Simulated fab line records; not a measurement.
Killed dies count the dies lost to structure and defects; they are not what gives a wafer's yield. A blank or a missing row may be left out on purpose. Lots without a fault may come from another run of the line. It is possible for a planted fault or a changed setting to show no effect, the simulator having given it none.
fab line records    flow n5_finfet
[record] lots = 24  wafers = 72  last_day = 18
route steps=1938 shown BEOL_M6@1257 BEOL_M7@1299 BEOL_M8@1355
lots untouched by any fault: they come from a run of this same line in which no faults occurred
start_h: hours from the record's opening day to when the first of the lot's shown wafers began    wait_h: time in hours since the lot's previous step    " unchanged from the row above    L1.1+2: a row that stands for several wafers    - no value present, or no start provided    * or withheld: withheld    < > ~ a bound
route shown NAME@n: names a module that has steps shown in the file, with the first one's number in the route    usual: mean/standard deviation of fault-free wafers    same: alike in all rows    chamber/n: place in a boat    sites: each site's reading    _std_site: how widely they spread, as a standard deviation    _edge_site: the outer-site mean with the inner-site mean subtracted    radius_mm: for every site, how far away it sits from the centre of the wafer    mask NAME#n: copy n    behind: tool/chamber where the wafer was last shaped    hold: why the lot went on hold/how many hours it stayed there/how the hold came to an end    device: the n, p or np transistor that did not switch    end of line: the same wafers' tests at the end of the route    for a step that has no rows: nothing shown but its recipe    killed: dies that structure and defects cost at the first sort, which is not the same as the wafer's yield    map: a wafer's dies, x killed, . not, _ none there
set.NAME: setting as actually run; set.NAME@STEP: the setting as run at that earlier step    model.NAME: the simulator's own value behind a step, which no gauge read
a sample of lots followed through the steps of the route, with each step as a table and each wafer as a row
services: from which hour (start_h, from the record's first day; less than 0 if before it) a tool's chamber was out of use, for how many hours, and why
[[steps]]
[step N5_BEOL_M6_CMP_52]
[recipe] stop_on = SiCOH_lowk  t_overpolish_s = 6.9  down_force_psi = 1  platen_rpm = 50  clearing_platen_down_force_psi = 1.5  clearing_platen_rpm = 50  post_cmp_clean = cu_alkaline  target_thk_nm = 80  clearing_platen_pad_velocity_m_s = 0.99484  pad_velocity_m_s = 0.99484
[usual] barrier_field_endpoint_s = 28.9/0.71  motor_current_A = 5.9/0.55  overpolish_run_s = 6.900/0.0086  slurry_flow_ml_min = 150.0/0.45  time_to_endpoint_s = 62.1/2.9
lot.wafer  tool    chamber  start_h  wait_h  barrier_field_endpoint_s  motor_current_A  overpolish_run_s  slurry_flow_ml_min  time_to_endpoint_s
L074.4     cmp-01  0        224.43   0.2     28.9                      6.8              6.902             150.1               57.6
L074.3     "       1        "        "       27.4                      6.0              6.911             150.1               58.0
L074.5     "       3        "        "       28.8                      5.6              6.910             150.0               58.7
L076.2     cmp-02  1        227.13   0.2     28.4                      5.7              6.901             149.4               62.4
L076.1     "       3        "        "       28.1                      6.3              6.908             149.6               59.2
L076.5     "       2        "        "       29.3                      6.1              6.897             150.3               61.9
L075.4     cmp-04  2        228.15   0.1     29.7                      5.5              6.910             150.1               62.9
L075.3     "       3        "        "       30.4                      7.0              6.901             150.5               69.2
L075.6     "       3        "        "       30.6                      6.7              6.918             150.2               68.8
L079.3     cmp-01  2        231.25   0.2     28.3                      5.7              6.897             149.1               60.7
L079.1     "       3        "        "       27.1                      5.3              6.918             149.7               57.1
L079.5     "       3        "        "       27.7                      5.7              6.902             149.9               59.3
L081.3     cmp-04  3        236.42   0.2     30.0                      7.0              6.900             149.2               66.7
L081.1     "       0        "        "       28.0                      5.2              6.900             150.9               61.9
L081.6     "       3        "        "       29.3                      6.9              6.905             149.8               63.4
L077.3     cmp-01  2        238.04   0.2     29.9                      5.6              6.885             150.1               65.9
L077.1     "       3        "        "       29.1                      5.1              6.906             149.7               61.3
L077.6     "       3        "        "       29.2                      5.7              6.899             149.9               62.0
L082.4     cmp-04  2        240.54   0.1     29.7                      5.0              6.897             150.5               62.1
L082.1     "       3        "        "       29.8                      6.8              6.887             150.1               65.2
L082.5     "       3        "        "       29.0                      6.4              6.890             149.9               62.8
L080.1     cmp-02  2        244.60   0.3     28.0                      6.2              6.901             150.6               59.2
L080.4     "       0        "        "       28.5                      6.3              6.904             150.5               57.7
L080.5     "       2        "        "       28.6                      6.2              6.904             150.6               63.2
L078.4     cmp-02  0        268.67   0.2     29.3                      6.2              6.926             149.8               62.0
L078.1     "       2        "        "       28.7                      6.2              6.905             150.0               61.7
L078.5     "       0        "        "       29.4                      6.1              6.885             149.6               63.4
L083.3     cmp-04  1        270.89   0.4     28.1                      5.8              6.890             149.7               57.8
L083.5     "       1        "        "       29.2                      6.2              6.883             150.9               57.4
L083.6     "       2        "        "       29.9                      4.9              6.890             150.2               62.1
L084.2     cmp-02  3        271.39   0.3     28.4                      6.1              6.907             149.3               60.5
L084.5     "       3        "        "       28.1                      6.0              6.896             149.4               61.6
L084.6     "       0        "        "       29.8                      6.0              6.892             150.0               63.7
L085.3     cmp-02  2        274.52   0.2     28.6                      6.2              6.893             149.5               64.5
L085.2     "       3        "        "       28.8                      6.4              6.910             149.3               64.3
L085.5     "       2        "        "       30.0                      6.1              6.896             150.1               64.6
L086.3     cmp-02  1        277.34   0.3     28.1                      5.5              6.909             150.1               59.5
L086.2     "       2        "        "       28.9                      6.6              6.898             149.8               61.1
L086.6     "       2        "        "       29.0                      6.6              6.894             149.8               62.3
L087.4     cmp-04  2        301.39   0.1     29.2                      5.5              6.903             150.8               64.7
L087.3     "       0        "        "       28.4                      5.1              6.906             150.1               62.0
L087.5     "       2        "        "       30.1                      5.1              6.920             149.9               68.3
L089.1     cmp-01  2        301.52   0.3     28.5                      5.5              6.882             150.2               60.9
L089.3     "       0        "        "       29.5                      6.7              6.896             150.2               60.9
L089.5     "       2        "        "       28.3                      5.5              6.901             150.1               61.8
L088.2     cmp-04  1        302.20   0.3     28.8                      5.8              6.892             149.7               66.0
L088.1     "       2        "        "       28.6                      5.2              6.914             149.9               66.8
L088.3     "       3        "        "       29.7                      7.0              6.910             151.1               68.1
L090.1     cmp-02  1        305.12   0.3     29.3                      5.6              6.891             149.9               61.6
L090.2     "       3        "        "       28.6                      6.3              6.899             150.2               66.4
L090.6     "       2        "        "       29.6                      6.3              6.894             149.9               65.8
L091.4     cmp-04  2        318.04   0.2     29.4                      5.3              6.915             149.5               64.6
L091.1     "       3        "        "       29.4                      7.3              6.903             151.2               66.4
L091.5     "       2        "        "       29.2                      5.2              6.887             149.5               62.1
L092.4     cmp-02  2        320.88   0.2     29.4                      6.5              6.899             150.4               63.0
L092.2     "       3        "        "       28.5                      6.4              6.912             149.7               59.8
L092.6     "       0        "        "       29.5                      6.2              6.900             149.6               60.7
L093.2     cmp-02  0        326.47   0.2     28.9                      6.2              6.907             150.2               61.0
L093.3     "       2        "        "       28.7                      6.2              6.906             150.6               62.3
L093.6     "       0        "        "       29.6                      5.9              6.913             150.0               62.3
L094.1     cmp-04  0        327.24   0.3     28.2                      5.2              6.911             149.8               61.2
L094.4     "       1        "        "       29.1                      6.1              6.901             150.3               63.7
L094.2     "       2        "        "       28.2                      4.9              6.895             149.7               63.7
L095.4     cmp-02  0        328.25   0.2     29.2                      6.0              6.907             150.1               62.2
L095.6     "       2        "        "       29.1                      6.5              6.900             149.3               62.5
L095.5     "       3        "        "       28.3                      6.3              6.908             150.2               63.5
L097.3     cmp-04  2        344.56   0.2     29.5                      5.2              6.901             150.0               67.5
L097.2     "       3        "        "       28.8                      6.7              6.898             150.6               66.0
L097.6     "       3        "        "       29.2                      6.7              6.898             150.0               67.7
L096.3     cmp-02  1        345.26   0.2     28.7                      5.9              6.902             149.9               61.7
L096.1     "       3        "        "       28.7                      6.3              6.909             150.3               59.7
L096.5     "       0        "        "       29.7                      6.0              6.880             149.7               62.2
[step N5_BEOL_M7_DESCUM_33]
[recipe] chemistry = O2  time_s = 7  source_power_w = 50  bias_power_w = 20  pressure_mtorr = 20  rf_frequency_hz = 2.712e+07  temp_c = 40  resist = CAR-EUV  o2_flow_sccm = 225
[usual] drypump_motor_current_A = 5.67/0.29  oes_product_au = 0.80/0.1  rf_fwd_power_W = 49.36/0.26  rf_vpp_V = 243.2/1.4  showerhead_plenum_p_Torr = 2.09/0.07  throttle_valve_pct = 20.38/0.29
lot.wafer  tool         chamber  start_h  wait_h  drypump_motor_current_A  oes_product_au  rf_fwd_power_W  rf_hours_counter_h  rf_vpp_V  showerhead_plenum_p_Torr  throttle_valve_pct
L074.3     rie_diel-04  2        229.21   0.0     5.76                     0.95            49.43           5                   242.2     2.05                      19.98
L074.4     "            1        "        "       5.93                     0.74            49.11           184                 244.8     2.15                      20.24
L074.5     "            2        "        "       5.74                     0.95            49.30           -                   241.3     2.05                      19.97
L076.1     rie_diel-04  2        231.76   0.0     5.75                     0.95            49.32           6                   241.8     2.05                      19.97
L076.2     "            0        "        "       5.68                     0.71            49.65           198                 243.4     2.07                      20.87
L076.5     "            0        "        "       5.68                     0.70            49.76           -                   243.4     2.08                      20.86
L075.3     rie_diel-04  2        232.44   0.0     5.75                     0.96            49.41           6                   242.7     2.05                      19.97
L075.4     "            1        "        "       5.91                     0.73            49.24           184                 244.0     2.15                      20.25
L075.6     "            0        "        "       5.68                     0.71            49.45           -                   243.0     2.08                      20.85
L079.1     rie_diel-04  1        235.52   0.0     5.90                     0.73            49.47           185                 244.1     2.15                      20.25
L079.3     "            0        "        "       5.70                     0.71            49.49           199                 243.1     2.07                      20.88
L079.5     "            3        "        "       5.49                     0.71            49.05           -                   242.1     1.98                      20.79
L081.1     rie_diel-02  3        241.04   0.0     5.43                     0.92            49.45           9                   241.8     2.04                      20.42
L081.3     "            0        "        "       5.31                     0.71            49.63           199                 241.4     1.99                      20.52
L081.6     "            3        "        "       5.49                     0.93            49.62           -                   242.5     2.04                      20.41
L077.1     rie_diel-05  0        241.43   0.3     5.33                     0.72            49.62           186                 242.5     2.06                      20.22
L077.3     "            3        "        "       6.35                     0.93            49.09           16                  245.2     2.22                      20.41
L077.6     "            2        "        "       5.88                     0.71            49.24           -                   242.9     2.07                      20.22
L082.1     rie_diel-04  0        244.28   0.0     5.69                     0.71            49.50           201                 243.8     2.07                      20.86
L082.4     "            3        "        "       5.50                     0.70            49.13           -                   241.6     1.98                      20.80
L082.5     "            1        "        "       5.94                     0.73            49.29           -                   243.8     2.15                      20.25
L080.1     rie_diel-05  3        250.06   0.3     6.33                     0.92            49.16           17                  244.2     2.22                      20.42
L080.4     "            0        "        "       5.32                     0.72            49.61           187                 242.1     2.06                      20.22
L080.5     "            2        "        "       5.86                     0.72            49.45           -                   242.5     2.07                      20.21
L078.1     rie_diel-04  0        274.30   0.0     5.69                     0.70            49.68           209                 242.4     2.07                      20.87
L078.4     "            1        "        "       5.93                     0.72            49.39           195                 243.8     2.14                      20.27
L078.5     "            1        "        "       5.91                     0.72            49.25           -                   243.0     2.14                      20.25
L083.3     rie_diel-04  2        278.12   0.0     5.78                     0.92            49.61           13                  244.5     2.04                      19.99
L083.5     "            3        "        "       5.51                     0.69            48.83           -                   242.8     1.98                      20.78
L083.6     "            0        "        "       5.69                     0.71            49.26           -                   241.0     2.07                      20.87
L084.2     rie_diel-05  2        278.41   0.2     5.88                     0.71            49.35           178                 244.3     2.07                      20.22
L084.5     "            1        "        "       5.11                     0.82            49.72           -                   244.8     2.13                      20.29
L084.6     "            0        "        "       5.32                     0.71            49.30           -                   243.4     2.06                      20.24
L085.2     rie_diel-02  2        278.52   0.3     5.62                     0.92            49.38           15                  246.0     2.13                      20.03
L085.3     "            0        "        "       5.29                     0.70            49.70           209                 241.5     1.99                      20.54
L085.5     "            2        "        "       5.64                     0.91            49.41           -                   244.3     2.13                      20.03
L086.2     rie_diel-02  1        281.73   0.0     5.82                     0.93            49.53           8                   243.7     2.16                      20.08
L086.3     "            2        "        "       5.62                     0.90            49.32           16                  244.4     2.13                      20.02
L086.6     "            2        "        "       5.63                     0.91            49.01           -                   244.2     2.13                      20.02
L089.1     rie_diel-04  0        308.10   0.0     5.66                     0.69            49.32           220                 244.2     2.07                      20.90
L089.3     "            2        "        "       5.75                     0.90            49.36           23                  242.9     2.04                      20.00
L089.5     "            1        "        "       5.93                     0.71            49.58           -                   245.0     2.14                      20.30
L087.3     rie_diel-05  0        308.57   0.3     5.35                     0.71            49.67           204                 243.2     2.05                      20.26
L087.4     "            3        "        "       6.31                     0.87            49.21           34                  245.0     2.21                      20.45
L087.5     "            3        "        "       6.30                     0.88            49.39           -                   245.6     2.21                      20.44
L088.1     rie_diel-02  3        308.64   0.2     5.48                     0.88            49.37           26                  243.5     2.03                      20.45
L088.2     "            0        "        "       5.30                     0.70            49.54           221                 240.9     1.98                      20.54
L088.3     "            2        "        "       5.66                     0.89            49.46           25                  244.7     2.13                      20.04
L090.1     rie_diel-05  3        310.20   0.1     6.31                     0.90            48.97           35                  244.4     2.21                      20.44
L090.2     "            2        "        "       5.87                     0.70            49.57           189                 243.1     2.07                      20.24
L090.6     "            3        "        "       6.32                     0.88            49.12           -                   246.1     2.21                      20.44
L091.1     rie_diel-02  2        322.44   0.2     5.67                     0.89            49.31           32                  243.4     2.12                      20.06
L091.4     "            3        "        "       5.50                     0.86            49.44           33                  243.0     2.03                      20.46
L091.5     "            1        "        "       5.81                     0.91            49.68           -                   243.5     2.15                      20.09
L092.2     rie_diel-04  1        326.26   0.7     5.91                     0.70            49.10           213                 244.4     2.14                      20.28
L092.4     "            3        "        "       5.49                     0.99            48.65           0                   246.3     2.24                      20.55
L092.6     "            1        "        "       5.90                     0.71            49.13           -                   243.2     2.14                      20.29
L093.2     rie_diel-02  0        331.51   0.2     5.29                     0.69            49.71           232                 241.9     1.98                      20.58
L093.3     "            2        "        "       5.64                     0.88            49.23           36                  242.7     2.12                      20.07
L093.6     "            2        "        "       5.68                     0.87            49.38           -                   244.4     2.12                      20.06
L094.1     rie_diel-02  2        332.91   0.5     5.70                     0.87            49.12           37                  243.8     2.12                      20.04
L094.2     "            1        "        "       5.85                     0.89            49.08           23                  242.4     2.15                      20.11
L094.4     "            3        "        "       5.49                     0.86            49.11           37                  243.5     2.03                      20.46
L095.4     rie_diel-04  3        335.67   0.0     5.49                     0.97            48.78           4                   246.7     2.24                      20.56
L095.5     "            3        "        "       5.49                     0.96            48.75           -                   245.2     2.24                      20.55
L095.6     "            2        "        "       5.80                     0.88            49.23           -                   243.2     2.03                      20.04
L097.2     rie_diel-04  1        350.56   0.9     5.93                     0.70            49.35           223                 245.0     2.13                      20.31
L097.3     "            0        "        "       5.70                     0.68            49.34           237                 243.0     2.06                      20.92
L097.6     "            1        "        "       5.95                     0.70            49.27           -                   242.9     2.13                      20.30
L096.1     rie_diel-05  3        350.60   1.0     6.35                     0.86            49.15           46                  246.5     2.21                      20.46
L096.3     "            2        "        "       5.88                     0.70            49.49           196                 243.2     2.07                      20.26
L096.5     "            2        "        "       5.88                     0.70            49.65           -                   243.4     2.07                      20.25
[step N5_BEOL_M7_PRE_CLEAN_45]
[recipe] gas = H2/He  time_s = 30  temp_c = 250
[usual] heater_power_w = 336/33
lot.wafer  tool            chamber  start_h  wait_h  heater_power_w
L074.3     pvd_sputter-03  -        230.50   0.0     376
L074.4     "               -        "        "       328
L074.5     "               -        "        "       328
L076.1     pvd_sputter-01  -        232.94   0.0     313
L076.2     "               -        "        "       261
L076.5     "               -        "        "       317
L075.3     pvd_sputter-02  -        235.83   0.0     336
L075.4     "               -        "        "       331
L075.6     "               -        "        "       305
L079.1     pvd_sputter-02  -        236.53   0.0     344
L079.3     "               -        "        "       310
L079.5     "               -        "        "       344
L081.1     pvd_sputter-03  -        244.37   0.0     364
L081.3     "               -        "        "       338
L081.6     "               -        "        "       391
L077.1     pvd_sputter-03  -        244.45   0.0     326
L077.3     "               -        "        "       341
L077.6     "               -        "        "       390
L082.1     pvd_sputter-03  -        245.26   0.0     366
L082.4     "               -        "        "       322
L082.5     "               -        "        "       340
L080.1     pvd_sputter-02  -        252.99   0.0     328
L080.4     "               -        "        "       312
L080.5     "               -        "        "       327
L078.1     pvd_sputter-03  -        275.62   0.0     317
L078.4     "               -        "        "       370
L078.5     "               -        "        "       322
L083.3     pvd_sputter-02  -        279.45   0.0     322
L083.5     "               -        "        "       326
L083.6     "               -        "        "       307
L084.2     pvd_sputter-02  -        279.61   0.0     326
L084.5     "               -        "        "       337
L084.6     "               -        "        "       334
L085.2     pvd_sputter-01  -        279.77   0.0     396
L085.3     "               -        "        "       320
L085.5     "               -        "        "       310
L086.2     pvd_sputter-01  -        282.93   0.0     262
L086.3     "               -        "        "       383
L086.6     "               -        "        "       263
L089.1     pvd_sputter-03  -        309.63   0.0     328
L089.3     "               -        "        "       346
L089.5     "               -        "        "       319
L087.3     pvd_sputter-03  -        309.97   0.0     321
L087.4     "               -        "        "       370
L087.5     "               -        "        "       379
L088.1     pvd_sputter-03  -        310.09   0.0     381
L088.2     "               -        "        "       321
L088.3     "               -        "        "       366
L090.1     pvd_sputter-03  -        311.55   0.0     333
L090.2     "               -        "        "       362
L090.6     "               -        "        "       340
L091.1     pvd_sputter-01  -        323.71   0.0     392
L091.4     "               -        "        "       257
L091.5     "               -        "        "       397
L092.2     pvd_sputter-01  -        327.83   0.0     322
L092.4     "               -        "        "       270
L092.6     "               -        "        "       315
L093.2     pvd_sputter-01  -        332.61   0.0     314
L093.3     "               -        "        "       254
L093.6     "               -        "        "       313
L094.1     pvd_sputter-02  -        334.95   0.0     305
L094.2     "               -        "        "       327
L094.4     "               -        "        "       330
L095.4     pvd_sputter-03  -        336.94   0.0     336
L095.5     "               -        "        "       385
L095.6     "               -        "        "       332
L097.2     pvd_sputter-02  -        353.26   0.0     326
L097.3     "               -        "        "       327
L097.6     "               -        "        "       295
L096.1     pvd_sputter-02  -        353.34   0.0     337
L096.3     "               -        "        "       337
L096.5     "               -        "        "       344
[step N5_BEOL_M8_CD_MEAS_18]
[recipe] pitch_nm = 80  target_cd_nm = 40
[usual] cd_nm = 40.0/0.52
lot.wafer  tool       chamber  start_h  wait_h  cd_nm
L074.3     cd_sem-03  -        237.20   0.1     40.0
L074.4     "          -        "        "       40.3
L074.5     "          -        "        "       39.8
L076.1     cd_sem-01  -        238.73   0.0     40.1
L076.2     "          -        "        "       39.6
L076.5     "          -        "        "       40.1
L075.3     cd_sem-02  -        241.40   0.1     40.1
L075.4     "          -        "        "       40.7
L075.6     "          -        "        "       39.9
L079.1     cd_sem-02  -        244.14   0.0     40.3
L079.3     "          -        "        "       40.2
L079.5     "          -        "        "       40.1
L081.1     cd_sem-02  -        248.73   0.0     38.9
L081.3     "          -        "        "       40.0
L081.6     "          -        "        "       39.7
L077.1     cd_sem-03  -        251.27   0.0     39.5
L077.3     "          -        "        "       39.4
L077.6     "          -        "        "       40.6
L082.1     cd_sem-01  -        251.45   0.0     40.3
L082.4     "          -        "        "       39.6
L082.5     "          -        "        "       39.8
L080.1     cd_sem-01  -        259.39   0.0     40.4
L080.4     "          -        "        "       40.1
L080.5     "          -        "        "       39.4
L078.1     cd_sem-02  -        280.19   0.0     40.1
L078.4     "          -        "        "       39.9
L078.5     "          -        "        "       40.1
L083.3     cd_sem-03  -        284.01   0.1     39.9
L083.5     "          -        "        "       40.4
L083.6     "          -        "        "       39.9
L084.2     cd_sem-02  -        285.16   0.1     39.9
L084.5     "          -        "        "       40.2
L084.6     "          -        "        "       40.1
L085.2     cd_sem-01  -        286.36   0.1     39.5
L085.3     "          -        "        "       40.7
L085.5     "          -        "        "       38.7
L086.2     cd_sem-03  -        290.09   0.1     39.9
L086.3     "          -        "        "       40.1
L086.6     "          -        "        "       39.9
L089.1     cd_sem-02  -        314.02   0.0     39.8
L089.3     "          -        "        "       39.8
L089.5     "          -        "        "       40.3
L087.3     cd_sem-02  -        314.46   0.1     40.0
L087.4     "          -        "        "       40.2
L087.5     "          -        "        "       40.1
L088.1     cd_sem-02  -        314.82   0.0     40.6
L088.2     "          -        "        "       40.0
L088.3     "          -        "        "       41.1
L090.1     cd_sem-01  -        317.54   0.0     40.0
L090.2     "          -        "        "       39.3
L090.6     "          -        "        "       39.0
L091.1     cd_sem-03  -        329.46   0.0     40.3
L091.4     "          -        "        "       39.5
L091.5     "          -        "        "       39.7
L092.2     cd_sem-03  -        332.85   0.1     40.5
L092.4     "          -        "        "       40.6
L092.6     "          -        "        "       39.9
L093.2     cd_sem-01  -        337.49   0.1     41.2
L093.3     "          -        "        "       40.1
L093.6     "          -        "        "       40.1
L094.1     cd_sem-03  -        340.53   0.0     40.2
L094.2     "          -        "        "       39.5
L094.4     "          -        "        "       40.7
L095.4     cd_sem-02  -        344.69   0.1     40.6
L095.5     "          -        "        "       40.1
L095.6     "          -        "        "       40.3
L097.2     cd_sem-01  -        359.97   0.1     40.1
L097.3     "          -        "        "       40.7
L097.6     "          -        "        "       39.9
L096.1     cd_sem-03  -        360.67   0.0     39.8
L096.3     "          -        "        "       39.6
L096.5     "          -        "        "       38.9
[step N5_BEOL_M8_OVL_MEAS_29]
[recipe] points_per_wafer = 522
[usual] V7_OVL = 0.2/0.8
lot.wafer  tool        chamber  start_h  wait_h  V7_OVL[nm]
L074.3     overlay-01  0        238.53   0.0     0.1
L074.4     "           0        "        "       0.0
L074.5     "           0        "        "       -0.3
L076.1     overlay-02  0        239.12   0.0     1.9
L076.2     "           0        "        "       0.8
L076.5     "           0        "        "       1.3
L075.3     overlay-01  0        241.81   0.0     0.1
L075.4     "           0        "        "       0.5
L075.6     "           0        "        "       0.4
L079.1     overlay-02  0        244.60   0.0     0.9
L079.3     "           0        "        "       1.0
L079.5     "           0        "        "       0.9
L081.1     overlay-01  0        249.57   0.0     0.3
L081.3     "           0        "        "       -0.7
L081.6     "           0        "        "       0.5
L082.1     overlay-01  0        252.26   0.0     0.3
L082.4     "           0        "        "       -1.0
L082.5     "           0        "        "       -0.1
L077.1     overlay-02  0        252.43   0.0     -2.0
L077.3     "           0        "        "       -1.5
L077.6     "           0        "        "       -0.6
L080.1     overlay-02  0        259.93   0.0     0.1
L080.4     "           0        "        "       0.5
L080.5     "           0        "        "       0.4
L078.1     overlay-02  0        281.71   0.0     0.8
L078.4     "           0        "        "       -0.3
L078.5     "           0        "        "       0.4
L083.3     overlay-01  0        284.57   0.0     0.5
L083.5     "           0        "        "       -0.2
L083.6     "           0        "        "       0.8
L084.2     overlay-01  0        288.56   0.0     0.8
L084.5     "           0        "        "       1.3
L084.6     "           0        "        "       1.3
L085.2     overlay-01  0        288.60   0.0     0.5
L085.3     "           0        "        "       -0.1
L085.5     "           0        "        "       0.9
L086.2     overlay-02  0        291.20   0.0     -0.6
L086.3     "           0        "        "       -0.4
L086.6     "           0        "        "       -0.4
L089.1     overlay-02  0        315.29   0.0     0.6
L089.3     "           0        "        "       0.4
L089.5     "           0        "        "       0.9
L088.1     overlay-02  0        315.46   0.0     1.8
L088.2     "           0        "        "       1.2
L088.3     "           0        "        "       0.6
L087.3     overlay-01  0        315.52   0.0     -0.2
L087.4     "           0        "        "       0.6
L087.5     "           0        "        "       -0.5
L090.1     overlay-01  0        318.02   0.0     -0.5
L090.2     "           0        "        "       0.3
L090.6     "           0        "        "       0.4
L091.1     overlay-02  0        331.19   0.0     -1.1
L091.4     "           0        "        "       0.4
L091.5     "           0        "        "       -0.3
L092.2     overlay-01  0        335.20   0.0     -2.2
L092.4     "           0        "        "       -1.3
L092.6     "           0        "        "       -0.6
L093.2     overlay-01  0        338.79   0.0     0.1
L093.3     "           0        "        "       -1.8
L093.6     "           0        "        "       0.3
L094.1     overlay-02  0        342.12   0.0     -0.1
L094.2     "           0        "        "       -0.1
L094.4     "           0        "        "       -0.8
L095.4     overlay-01  0        347.02   0.0     0.6
L095.5     "           0        "        "       -0.4
L095.6     "           0        "        "       0.3
L096.1     overlay-02  0        362.16   0.0     0.7
L096.3     "           0        "        "       0.0
L096.5     "           0        "        "       -0.1
L097.2     overlay-01  0        362.37   0.0     0.5
L097.3     "           0        "        "       1.0
L097.6     "           0        "        "       1.6
[step N5_BEOL_M8_SPUTTER_48]
[recipe] material = Cu  target_thk_a = 100  temp_c = -20  bias_v = 60  power_w = 26000  chamber_pressure_pa = 0.13  time_s = 1.667
[usual] cathode_dc_power_W = 26000/5  throttle_valve_pct = 30.2/1.3
lot.wafer  tool            chamber  start_h  wait_h  cathode_dc_power_W  throttle_valve_pct
L074.3     pvd_sputter-03  -        242.01   0.1     26002               27.5
L074.4     "               -        "        "       25996               29.6
L074.5     "               -        "        "       26003               33.9
L076.1     pvd_sputter-01  -        243.03   0.2     26002               31.3
L076.2     "               -        "        "       25997               28.8
L076.5     "               -        "        "       25993               29.7
L075.3     pvd_sputter-01  -        245.22   0.1     25997               31.0
L075.4     "               -        "        "       26004               29.6
L075.6     "               -        "        "       25997               30.9
L079.1     pvd_sputter-02  -        247.75   0.1     25996               30.9
L079.3     "               -        "        "       25995               31.3
L079.5     "               -        "        "       26004               31.1
L081.1     pvd_sputter-01  -        251.85   0.5     26001               29.3
L081.3     "               -        "        "       26007               31.1
L081.6     "               -        "        "       26005               29.1
L082.1     pvd_sputter-02  -        254.20   0.1     26005               31.0
L082.4     "               -        "        "       25998               30.4
L082.5     "               -        "        "       26006               30.8
L077.1     pvd_sputter-01  -        256.84   2.3     26004               29.0
L077.3     "               -        "        "       25992               30.6
L077.6     "               -        "        "       26001               30.8
L080.1     pvd_sputter-01  -        261.77   0.1     25999               30.6
L080.4     "               -        "        "       25999               29.6
L080.5     "               -        "        "       26002               29.0
L078.1     pvd_sputter-01  -        284.25   0.2     26004               29.6
L078.4     "               -        "        "       25993               29.2
L078.5     "               -        "        "       25995               30.6
L083.3     pvd_sputter-01  -        289.65   0.1     25995               29.4
L083.5     "               -        "        "       26007               30.6
L083.6     "               -        "        "       26002               28.9
L084.2     pvd_sputter-02  -        292.81   0.1     25999               29.6
L084.5     "               -        "        "       25997               29.7
L084.6     "               -        "        "       25998               29.6
L085.2     pvd_sputter-02  -        292.99   0.2     25994               30.4
L085.3     "               -        "        "       26001               29.4
L085.5     "               -        "        "       25995               29.9
L086.2     pvd_sputter-02  -        293.21   0.1     25993               31.3
L086.3     "               -        "        "       26003               30.5
L086.6     "               -        "        "       26002               30.6
L089.1     pvd_sputter-02  -        317.65   0.1     25998               29.3
L089.3     "               -        "        "       25998               30.6
L089.5     "               -        "        "       26000               30.0
L088.1     pvd_sputter-01  -        317.99   0.3     25999               30.8
L088.2     "               -        "        "       26002               29.0
L088.3     "               -        "        "       25993               29.7
L087.3     pvd_sputter-01  -        318.07   0.3     25989               29.5
L087.4     "               -        "        "       25999               30.7
L087.5     "               -        "        "       26005               31.0
L090.1     pvd_sputter-03  -        320.36   0.2     25998               30.1
L090.2     "               -        "        "       25994               33.8
L090.6     "               -        "        "       25997               27.2
L091.1     pvd_sputter-01  -        333.47   0.1     26000               28.7
L091.4     "               -        "        "       25980               29.4
L091.5     "               -        "        "       26004               29.4
L092.2     pvd_sputter-01  -        338.66   1.2     26000               29.7
L092.4     "               -        "        "       26004               31.0
L092.6     "               -        "        "       26010               30.6
L093.2     pvd_sputter-01  -        340.64   0.2     26002               28.9
L093.3     "               -        "        "       25997               29.9
L093.6     "               -        "        "       25995               30.7
L094.1     pvd_sputter-03  -        343.99   0.2     25997               27.3
L094.2     "               -        "        "       25990               29.3
L094.4     "               -        "        "       25999               30.1
L095.4     pvd_sputter-03  -        350.22   0.2     26003               27.6
L095.5     "               -        "        "       25998               33.7
L095.6     "               -        "        "       25999               27.3
L096.1     pvd_sputter-02  -        366.27   0.1     26003               30.4
L096.3     "               -        "        "       26003               29.3
L096.5     "               -        "        "       25997               29.7
L097.2     pvd_sputter-03  -        366.63   0.1     26005               33.5
L097.3     "               -        "        "       26002               29.4
L097.6     "               -        "        "       26003               27.4
[[services]]
tool            chamber  start_h  hours  kind
cmp-01          -        200.65   5.8    pm
pvd_sputter-02  -        207.13   4.6    repair
rie_diel-04     0        207.73   1.7    repair
cmp-01          -        213.24   2.2    repair
cmp-04          -        221.30   4.0    pm
pvd_sputter-03  -        239.40   1.2    repair
cmp-01          -        239.82   5.8    repair
rie_diel-04     2        240.24   10.5   repair
cmp-02          -        246.69   7.8    pm
cmp-01          -        247.03   0.3    repair
cmp-01          -        247.35   1.5    repair
cmp-04          -        253.92   7.0    pm
rie_diel-02     -        257.01   2.8    pm
cmp-01          -        260.03   0.9    repair
rie_diel-02     3        261.30   17.6   repair
cmp-01          -        267.74   4.1    pm
cmp-01          -        277.06   4.0    pm
rie_diel-02     1        307.24   11.4   repair
rie_diel-05     -        330.98   14.6   pm
cmp-02          -        338.94   2.4    repair
cmp-02          -        346.39   0.6    repair
pvd_sputter-01  -        352.83   2.6    repair
cmp-02          -        355.98   1.0    repair
cmp-04          -        357.06   31.8   repair
[[key]]
fault none
